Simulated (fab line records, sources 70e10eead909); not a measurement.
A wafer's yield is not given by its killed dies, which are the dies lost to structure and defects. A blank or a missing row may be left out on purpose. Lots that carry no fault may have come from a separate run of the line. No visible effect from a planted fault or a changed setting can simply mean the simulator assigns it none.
Which tool was responsible? ; flow nand harc ; 14 lots with 42 wafers sampled at 4 steps, on a route of 1302 steps

## WHAT THE GAUGES READ, wafer by wafer
No reading from a measuring or inspecting step in the record can be judged against a usual standard deviation.

## WHICH TOOL RAN EACH LOT (tool, then ch and the chambers of the sampled wafers, then the start)
lot;NHARC_A_STAIRCASE_DEP_471;NHARC_A_STAIRCASE_CMP_472;NHARC_A_SGD_CUT_PEB_07;NHARC_A_SGD_CUT_STRIP_17
L723;pecvd-03 ch 0,2, day 19 10:50;cmp-01 ch 1,2,3, day 19 11:08;litho track-06 ch 0, day 19 12:17;rie diel-07 ch 0,1,2, no start
L724;pecvd-01 ch 0,2, day 19 10:52;cmp-02 ch 0,3, day 19 11:05;litho track-04 ch 0, day 19 12:08;rie diel-08 ch 0,1,3, no start
L725;pecvd-03 ch 0,1,2, day 20 05:35;cmp-03 ch 0,2,3, day 20 05:51;litho track-06 ch 0, day 20 06:56;rie diel-08 ch 1,2,3, no start
L726;pecvd-03 ch 0,1,2, day 20 18:35;cmp-01 ch 0,1,3, day 20 18:48;litho track-01 ch 0, day 20 19:51;rie diel-03 ch 0,2,3, no start
L727;pecvd-01 ch 0,1,2, day 21 11:52;cmp-03 ch 1,2,3, day 21 12:08;litho track-01 ch 0, day 21 13:07;rie diel-08 ch 1,2,3, no start
L728;pecvd-03 ch 0,2, day 21 11:55;cmp-02 ch 0,2,3, day 21 12:11;litho track-06 ch 0, day 21 13:16;rie diel-03 ch 0,1,3, no start
L729;pecvd-03 ch 0,2, day 21 23:46;cmp-03 ch 0,2, day 22 00:04;litho track-06 ch 0, day 22 01:07;rie diel-07 ch 0,1, no start
L730;pecvd-04 ch 1,2, day 22 00:14;cmp-01 ch 2,3, day 22 00:27;litho track-06 ch 0, day 22 01:31;rie diel-03 ch 1,2, no start
L733;pecvd-03 ch 0,2, day 23 03:58;cmp-03 ch 0,1,3, day 23 04:16;litho track-01, day 23 05:17;rie diel-07 ch 1,2, no start
L735;pecvd-01 ch 0,1, day 24 12:16;cmp-02 ch 0,1,3, day 24 12:31;litho track-04, day 24 13:34;rie diel-03 ch 2,3, day 24 15:01
L741;pecvd-03 ch 0,2, day 27 01:44;cmp-01 ch 0,1, day 27 02:00;litho track-04 ch 0, day 27 03:02;rie diel-03 ch 1,3, no start
L744;pecvd-04 ch 0,1, day 28 06:27;cmp-01 ch 0,1, day 28 06:42;litho track-04 ch 0, day 28 07:38;rie diel-03 ch 1,3, no start
L743;pecvd-01 ch 0,1, day 28 06:41;cmp-02 ch 1,2,3, day 28 06:54;litho track-06 ch 0, day 28 07:57;rie diel-08 ch 1,2, no start
L745;pecvd-04 ch 0,1,2, day 28 15:34;cmp-03 ch 1,2,3, day 28 15:52;litho track-01 ch 0, day 28 16:53;rie diel-03 ch 0,2,3, no start
- NHARC_A_STAIRCASE_DEP_471: deposits SiO2, target thk 100 nm.
- NHARC_A_STAIRCASE_CMP_472: polishes SiO2.
- NHARC_A_SGD_CUT_PEB_07: peb time 65 s.
- NHARC_A_SGD_CUT_STRIP_17: strips in O2.

## WHAT THE TOOLS THEMSELVES READ (means of the sampled wafers that have a number; where no wafer has one, the mark that the record gives instead)
NHARC_A_STAIRCASE_DEP_471. Usual: heater power outer w 332 W, standard deviation 52; heater power w 604 W, standard deviation 68; showerhead vpp V 1791 V, standard deviation 60; throttle valve pct 15.9 %, standard deviation 0.48.
lot;tool;heater power outer w (W);heater power w (W);showerhead vpp V (V);throttle valve pct (%);flag
L723;pecvd-03;357;627;1790;16.1;
L724;pecvd-01;359;668;1769;15.7;
L725;pecvd-03;363;632;1831;16.0;
L726;pecvd-03;366;629;1816;16.0;
L727;pecvd-01;343;651;1791;15.8;
L728;pecvd-03;350;624;1848;16.2;
L729;pecvd-03;315;581;1784;16.2;
L730;pecvd-04;339;613;1772;15.8;
L733;pecvd-03;336;592;1798;16.2;
L735;pecvd-01;275;543;1742;15.8;
L741;pecvd-03;368;635;1799;16.2;
L744;pecvd-04;327;601;1757;15.4;
L743;pecvd-01;320;579;1804;15.7;
L745;pecvd-04;288;552;1773;15.7;

NHARC_A_STAIRCASE_CMP_472. Usual: motor current A 12.0 A, standard deviation 0.8; pad life wafers 180, standard deviation 120.
lot;tool;motor current A (A);pad life wafers;flag
L723;cmp-01;11.6;206;
L724;cmp-02;11.8;30;
L725;cmp-03;11.7;7;
L726;cmp-01;12.3;332;
L727;cmp-03;12.6;141;
L728;cmp-02;12.1;241;
L729;cmp-03;11.2;212;
L730;cmp-01;11.9;90;
L733;cmp-03;12.5;344;
L735;cmp-02;11.9;127;
L741;cmp-01;12.3;188;
L744;cmp-01;12.4;294;
L743;cmp-02;12.2;110;
L745;cmp-03;12.4;38;

NHARC_A_SGD_CUT_PEB_07. Usual: chill plate temp C 23.01 C, standard deviation 0.1; exhaust pa 45.0 Pa, standard deviation 0.88.
lot;tool;chill plate temp C (C);exhaust pa (Pa);flag
L723;litho track-06;23.01;46.3;
L724;litho track-04;22.95;43.9;
L725;litho track-06;23.12;44.6;
L726;litho track-01;22.92;44.7;
L727;litho track-01;22.93;45.6;
L728;litho track-06;22.95;44.1;
L729;litho track-06;22.95;44.8;
L730;litho track-06;23.10;45.4;
L733;litho track-01;-;-;OFF
L735;litho track-04;-;-;OFF
L741;litho track-04;23.08;44.2;
L744;litho track-04;23.07;44.1;
L743;litho track-06;22.89;45.0;
L745;litho track-01;23.05;44.7;

NHARC_A_SGD_CUT_STRIP_17. Usual: drypump motor current A 5.8 A, standard deviation 0.51; oes product au 1.001 a.u., standard deviation 0.0077; rf vpp V 57.7 V, standard deviation 0.92; showerhead plenum p Torr 3.49 Torr, standard deviation 0.14; throttle valve pct 17.037 %, standard deviation 0.0094.
lot;tool;drypump motor current A (A);oes product au (a.u.);rf vpp V (V);showerhead plenum p Torr (Torr);throttle valve pct (%);flag
L723;rie diel-07;5.4;1.008;57.5;3.51;17.040;
L724;rie diel-08;6.3;1.001;57.4;3.47;17.028;
L725;rie diel-08;6.0;0.998;57.7;3.51;17.039;
L726;rie diel-03;5.7;1.004;57.0;3.41;17.032;
L727;rie diel-08;6.0;0.990;56.6;3.51;17.028;
L728;rie diel-03;5.9;1.006;58.2;3.50;17.037;
L729;rie diel-07;5.7;1.000;57.0;3.55;17.039;
L730;rie diel-03;5.8;1.001;57.5;3.65;17.031;
L733;rie diel-07;5.3;0.998;57.8;3.50;17.040;
L735;rie diel-03;5.4;1.000;58.0;3.43;17.044;
L741;rie diel-03;5.9;1.006;58.1;3.63;17.030;
L744;rie diel-03;5.9;1.006;58.8;3.63;17.038;
L743;rie diel-08;6.0;0.995;58.3;3.42;17.044;
L745;rie diel-03;5.7;1.008;58.8;3.40;17.038;

## THE ANSWER, worked out from the rows above alone
Rule: a lot is off if the mean of its wafers that have a number lies more than 3 standard deviations from the usual mean. A lot without any number at a reading at which 4 lots or more have one is off too. Any other lot the step has rows for is counted as sound. After the gauges, taken in route order, come the tools' own readings; for these a lot's mean is taken, as printed above. The first step at which some lot is off is used, and at that step the reading that is off furthest; a lot without a number counts as furthest.
Off, at NHARC_A_SGD_CUT_PEB_07 on chill plate temp C: L733, L735. Without a number there: L733, L735.
A tool fits if, at that step or a process step before it, it ran every lot that is off, and no sound lot after the first of them. Not one of the candidates tried fits.

## WHAT HAD BEEN PUT IN BY THE SIMULATOR
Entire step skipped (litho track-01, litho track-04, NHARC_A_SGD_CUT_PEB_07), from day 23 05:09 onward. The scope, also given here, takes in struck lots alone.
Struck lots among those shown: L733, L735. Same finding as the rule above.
